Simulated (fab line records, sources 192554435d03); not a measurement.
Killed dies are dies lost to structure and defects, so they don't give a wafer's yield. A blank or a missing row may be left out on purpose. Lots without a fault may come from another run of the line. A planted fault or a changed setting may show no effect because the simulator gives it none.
One fault seen from 2 desks | flow n5_finfet | each desk has only its own numbers; what lay behind them comes last

THE TOOL OWNER'S DESK: ald_metal-04
The tool's own readings at N5_HKMG_FIN_NWFM_ALD_20 (deposits TiAlC, target thk 2 nm, pulse time 3 s, purge time 2 s): means of the sampled wafers that have a number, for each lot that ran on this tool. A lot is out of limits, marked OUT, if its mean lies more than 4 standard deviations from the usual mean; the brackets give that distance.
Columns: A = heater_power_w at N5_HKMG_FIN_NWFM_ALD_20, usual 478 W; B = precursor_pulse_height_rel at N5_HKMG_FIN_NWFM_ALD_20, usual 1.001
lot  | first seen here | A   | B
L537 | day 4 05:23     | 475 | 1.006
L543 | day 5 16:24     | 468 | 0.979
L545 | day 6 05:28     | 492 | 0.999
L546 | day 6 11:18     | 491 | 0.986
L549 | day 7 11:43     | 508 | 1.023
This desk's finding: nothing out of limits on any of the 5 lots.

THE METROLOGY DESK
What the gauges read, lot by lot, whatever tool the lot ran on: means of the sampled wafers that have a number. A lot is out of limits, marked OUT, if its mean lies more than 4 standard deviations from the usual mean; the brackets give that distance. Of its 19 readings 7 are shown: the one that was out of limits first, and those that lie furthest out on some lot.
Columns: A = IOFF_N_85C at N5_BEOL_M4_RC_MEAS_101, usual 3.0 nA/um; B = IOFF_N_LIN at N5_BEOL_M4_RC_MEAS_101, usual 0.072 nA/um; C = IOFF_N_LONG at N5_BEOL_M4_RC_MEAS_101, usual 5.54e-05 nA/um; D = ION_N at N5_BEOL_M4_RC_MEAS_101, usual 673 uA/um; E = VT_N at N5_BEOL_M4_RC_MEAS_101, usual 250.1 mV; F = VT_N_LONG at N5_BEOL_M4_RC_MEAS_101, usual 274.6 mV; G = VT_N_LVT at N5_BEOL_M4_RC_MEAS_101, usual 98.6 mV
lot  | first seen here | A   | B     | C                   | D   | E                | F                | G
L537 | day 8 12:31     | 2.9 | 0.070 | 5.67e-05            | 676 | 250.0            | 275.2            | 96.6
L543 | day 10 01:04    | 2.7 | 0.065 | 5.27e-05            | 664 | 253.4            | 277.2            | 101.0
L544 | day 10 14:56    | 2.9 | 0.069 | 5.55e-05            | 670 | 251.2            | 274.1            | 101.4
L545 | day 10 23:22    | 2.3 | 0.052 | 4.25e-05 (-5.6) OUT | 649 | 263.2 (+5.5) OUT | 289.5 (+8.3) OUT | 111.3 (+5.3) OUT
L546 | day 11 06:45    | 1.9 | 0.042 | 4.19e-05 (-5.9) OUT | 640 | 265.7 (+6.5) OUT | 288.9 (+8.0) OUT | 113.9 (+6.4) OUT
L549 | day 12 09:02    | 2.2 | 0.051 | 4.59e-05 (-4.2) OUT | 646 | 260.3 (+4.3) OUT | 287.7 (+7.3) OUT | 108.8 (+4.2) OUT
L556 | day 13 13:52    | 2.9 | 0.069 | 5.75e-05            | 670 | 249.2            | 273.7            | 99.1
L559 | day 13 19:11    | 2.8 | 0.068 | 5.80e-05            | 663 | 251.8            | 274.3            | 97.9
This desk's finding: out of limits on L545, L546, L549; first on L545, day 10 23:22 (IOFF_N_LONG at N5_BEOL_M4_RC_MEAS_101). In limits: L537, L543, L544, L556, L559.

PUT TOGETHER
The metrology desk could have raised an alarm at day 10 23:22, on L545, L546, L549.
The tool owner's desk saw nothing out of limits.
The tool owner's desk has L545, L546, L549 on record, within its limits.
Of the lots named, all ran N5_HKMG_FIN_NWFM_ALD_20 on ald_metal-04.

WHAT THE SIMULATOR HAD PUT IN
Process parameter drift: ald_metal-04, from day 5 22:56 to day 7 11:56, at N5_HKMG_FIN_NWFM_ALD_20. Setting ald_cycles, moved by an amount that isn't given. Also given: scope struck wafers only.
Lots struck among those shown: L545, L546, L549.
Hours from the fault's start to each desk's first reading out of limits: the metrology desk, 120.
